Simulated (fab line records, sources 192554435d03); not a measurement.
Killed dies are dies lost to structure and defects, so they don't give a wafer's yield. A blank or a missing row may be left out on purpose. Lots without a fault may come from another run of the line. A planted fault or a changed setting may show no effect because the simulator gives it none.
Chamber matching | flow n5_finfet | N5_BEOL_M8_DEP_56 on pecvd-01: 3 sister chambers
The step deposits SiCN from 3MS/NH3, target thk 10 nm, time 17.5 s. 3 wafers are shown with their chamber, then 7 later ones without.

WAFERS WITH THEIR CHAMBER
wafer  | chamber | showerhead_plenum_p_Torr (Torr)
L083.4 | 2       | 3.648
L091.1 | 0       | 3.641
L091.2 | 1       | 3.678

WAFERS WITHOUT THEIR CHAMBER
wafer  | showerhead_plenum_p_Torr (Torr)
L091.4 | 3.643
L094.2 | 3.642
L094.3 | 3.684
L094.4 | 3.636
L095.2 | 3.643
L095.3 | 3.637
L095.5 | 3.646

WHICH CHAMBER EACH WENT THROUGH
wafer  | from the rows above     | in truth
L091.4 | can't be placed: 0 or 2 | 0
L094.2 | can't be placed: 0 or 2 | 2
L094.3 | 1                       | 1
L094.4 | can't be placed: 0 or 2 | 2
L095.2 | can't be placed: 0 or 2 | 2
L095.3 | can't be placed: 0 or 2 | 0
L095.5 | can't be placed: 2 or 0 | 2
Placed correctly: 1 of 7. Can't be placed from these rows: 6 (the true chamber is among the candidates in 6). Placed wrongly: 0.
How it was worked out, from the rows above alone: a wafer's distance from a chamber is the root of the sum, over the readings, of the square of ((its reading less the chamber's mean) divided by the reading's scatter). The wafer belongs to the nearest chamber; if the next one is less than 2 further off, it can't be placed. A chamber's mean is the mean of its shown wafers. The scatter: with one shown wafer a chamber, the root of the mean of the squares of how far each hidden wafer lies from its nearest shown one.
